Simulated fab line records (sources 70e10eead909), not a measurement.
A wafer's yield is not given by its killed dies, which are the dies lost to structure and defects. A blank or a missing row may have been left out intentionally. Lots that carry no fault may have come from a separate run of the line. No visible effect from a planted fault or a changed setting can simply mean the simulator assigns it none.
Chamber matching    flow nand harc    4 sister chambers for NHARC_A_CHANNEL_FILL_D1_ETCHBACK_20 on rie diel-05
The step etches the open film in C4F8/O2/Ar, target depth 27 nm, time 13.5 s. 8 wafers are shown with their chamber, then 9 later ones without.

WAFERS WITH THEIR CHAMBER
wafer   chamber  rf vpp V (V)  oes product au (a.u.)
L077.5  0        985           1.01
L085.5  2        984           1.01
L086.2  3        980           1.00
L086.5  0        985           0.93
L086.6  1        980           0.92
L087.2  3        981           0.93
L087.3  1        979           0.92
L087.4  2        984           0.92

WAFERS WHOSE CHAMBER IS MISSING
wafer   rf vpp V (V)  oes product au (a.u.)
L089.3  982           0.93
L089.5  983           0.93
L089.6  979           0.94
L094.2  980           1.00
L094.4  977           1.00
L094.5  984           1.01
L097.1  984           1.01
L097.2  984           1.00
L097.5  980           0.99

CHAMBER TAKEN BY EACH
wafer   from the rows above           in truth
L089.3  can't be placed: 3 or 2 or 1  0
L089.5  can't be placed: 2 or 0       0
L089.6  can't be placed: 1 or 3       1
L094.2  can't be placed: 3 or 1       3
L094.4  can't be placed: 1 or 3       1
L094.5  can't be placed: 2 or 0       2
L097.1  can't be placed: 2 or 0       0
L097.2  can't be placed: 2 or 0       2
L097.5  can't be placed: 3 or 1       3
Correctly placed: 0 of 9. Unplaceable from these rows: 9, with the true chamber sitting among the candidates in 8. Placed wrongly: 0.
How it was worked out, from the rows above alone: a wafer's distance from a chamber is the root of the sum, over the readings, of the square of ((its reading less the chamber's mean) divided by the reading's scatter). The wafer belongs to the nearest chamber; if the next one is less than 2 further off, it can't be placed. Each chamber's mean is taken over the wafers shown for it. The scatter is the square root of a quotient: the sum, over the shown wafers, of each reading's squared deviation from its chamber's mean, divided by wafers minus chambers.
